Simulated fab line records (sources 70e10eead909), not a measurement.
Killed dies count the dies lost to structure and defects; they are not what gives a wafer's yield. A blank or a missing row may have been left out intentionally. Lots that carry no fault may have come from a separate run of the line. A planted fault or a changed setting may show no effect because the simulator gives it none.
Matching of chambers -- flow nand-harc -- pecvd-03 running NHARC_A_STAIRCASE_DEP_151: 3 sister chambers
The step deposits SiO2, target thk 7200 nm. 3 wafers are shown with their chamber, then 7 later ones without.

== WAFERS PAIRED WITH THEIR CHAMBERS ==
wafer,chamber,heater-power-w (W)
L081.5,2,535
L086.1,1,762
L086.4,0,500

== WAFERS WITHOUT THEIR CHAMBER ==
wafer,heater-power-w (W)
L086.6,536
L084.1,793
L084.2,557
L084.5,537
L095.2,743
L095.4,588
L095.6,504

== EACH ONE'S CHAMBER ==
wafer,from the rows above,in truth
L086.6,can't be placed: 2 or 0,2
L084.1,1,1
L084.2,can't be placed: 2 or 0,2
L084.5,can't be placed: 2 or 0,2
L095.2,1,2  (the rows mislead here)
L095.4,can't be placed: 2 or 0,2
L095.6,can't be placed: 0 or 2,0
Correctly placed: 1 of 7. Cannot be placed on the basis of these rows: 5; the candidates contain the true chamber in 5. Number placed wrongly: 1.
How it was worked out, from the rows above alone: a wafer's distance from a chamber is the root of the sum, over the readings, of the square of ((its reading less the chamber's mean) divided by the reading's scatter). The wafer belongs to the nearest chamber; if the next one is less than 2 further off, it can't be placed. For every chamber, the mean is computed from those of its wafers that are shown. The scatter: with one shown wafer a chamber, the root of the mean of the squares of how far each hidden wafer lies from its nearest shown one.
